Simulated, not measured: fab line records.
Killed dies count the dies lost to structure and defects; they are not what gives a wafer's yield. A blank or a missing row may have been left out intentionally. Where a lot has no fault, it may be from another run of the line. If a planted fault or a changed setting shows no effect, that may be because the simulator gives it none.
Problem report, 8D (eight disciplines) form, completed by code | flow n5_finfet | the parts of the form that need people (team, actions taken, sign-off) are left out

== 1. THE PROBLEM ==
Mean of raw_defect_count at N5_BEOL_M15_INSPECT_30: 262 across 2 wafers in 2 lots; on wafers with no fault it is 2 (standard deviation 1.5). So: +99 or more standard deviations from the usual mean.
The step: inspects for defects (macro).
Earliest sighting: wafer L320.5 on defect_inspect-01 at day 14 01:40. Wafers with a number at this step in the record: 27, from 9 lots. Rule for "out", or "out of limits": more than 4 standard deviations from the usual mean. All remaining wafers that have a number are taken as sound.

== 2. WHAT THIS IS AND IS NOT ==
question                    | is                | is not
which readings at this step | raw_defect_count  | -
which lots                  | L320, L321        | L309, L310, L311, L326, L327, L329, L331
which wafers of those lots  | L320.5, L321.3    | L320.1, L320.6, L321.1, L321.2
read on which gauges        | defect_inspect-01 | defect_inspect-02
when                        | from day 14 01:40 | up to then (11 sound wafers); but 14 sound wafers of L321, L326, L327, L329, L331 came after

== 3. WHAT RULES OUT EACH SUSPECT ==
Counting: a tool at a process step up to the reading stays a suspect if it ran every lot that is out. Sound lots after the first of them don't rule it out here, since some wafers of a struck lot are sound.
- the gauge at N5_BEOL_M15_INSPECT_30: ruled out. All the wafers that are out were read on defect_inspect-01, but those of them that N5_PASSIVATION_PROBE_49 has rows for are out there too, on other tools.
- rie_diel-04 at N5_BEOL_M15_VIA_ETCH_16 (etches SiO2 in C4F8/O2/Ar, target depth 1792.2 nm): kept. It processed each lot that is out (first: L320, day 14 00:15); up to then, its last sound lot is L311 (day 11 15:41).
- rie_diel-04 at N5_BEOL_M15_STRIP_63 (strips in O2): kept. It processed each lot that is out (first: L320, day 14 00:00); up to then, its last sound lot is L311 (day 11 15:00).
- In rie_diel-04 at N5_BEOL_M15_VIA_ETCH_16, the wafers that are out were processed in chamber 3 and their sound lot-mates in chambers 0, 1, 2.
- In rie_diel-04 at N5_BEOL_M15_STRIP_63, the wafers that are out were processed in chamber 3 and their sound lot-mates in chambers 0, 1, 2.
What counting leaves: rie_diel-04 at N5_BEOL_M15_VIA_ETCH_16 and rie_diel-04 at N5_BEOL_M15_STRIP_63.

== 4. THE CAUSE (what the simulator had put in) ==
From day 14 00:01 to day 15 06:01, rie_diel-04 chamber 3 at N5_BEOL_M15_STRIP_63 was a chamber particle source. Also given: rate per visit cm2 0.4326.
This tool is one of the 2 suspects left after counting.

== 5. THE EFFECT CHAIN, in route order ==
Each row: a reading where the mean over the struck wafers with a number is more than 3 standard deviations away from the usual. Scope: only readings with a usual standard deviation given in the record; hours: median across lots of the time from each lot's start at the first step in this table that gives one to its start at this step; sigmas: change in usual standard deviations.
hours | step                    | reading              | usual  | on struck wafers | change | sigmas
0     | N5_BEOL_M15_INSPECT_30  | raw_defect_count     | 2      | 262              | +260   | +99 or more
24    | N5_PASSIVATION_PROBE_49 | defect_limited_yield | 91.1 % | 84.0             | -7.1   | -5.5
24    | N5_PASSIVATION_PROBE_49 | killed_at_M4_up      | 14     | 86               | +72    | +13
24    | N5_PASSIVATION_PROBE_49 | killed_dies          | 105    | 188              | +84    | +5.6
24    | N5_PASSIVATION_PROBE_49 | killed_on_rim        | 14     | 32               | +18    | +4.2
24    | N5_PASSIVATION_PROBE_49 | sort_bin_5_function  | 5.3 %  | 10.2             | +4.9   | +6.0
24    | N5_PASSIVATION_PROBE_49 | sort_n_pass          | 1075   | 992              | -84    | -5.6
24    | N5_PASSIVATION_PROBE_49 | sort_yield_pct       | 91.1 % | 84.0             | -7.1   | -5.5
The process steps in it:
- N5_PASSIVATION_PROBE_49

== 6. HOW IT WOULD HAVE BEEN CAUGHT EARLIER ==
Counted from the fault's start at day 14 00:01, it took 2 hours until the first out-of-limits reading at a measuring or inspecting step in this record, taken at day 14 01:40.
Of the tool readings at N5_BEOL_M15_STRIP_63 for which the record gives a usual standard deviation, none was out on any struck wafer, so an alarm limit of 4 standard deviations on them would not have fired.
Of the lots that are out (2), L321 began N5_BEOL_M15_STRIP_63 on rie_diel-04 after day 14 01:40. Putting the tool on hold at that point would have spared it.
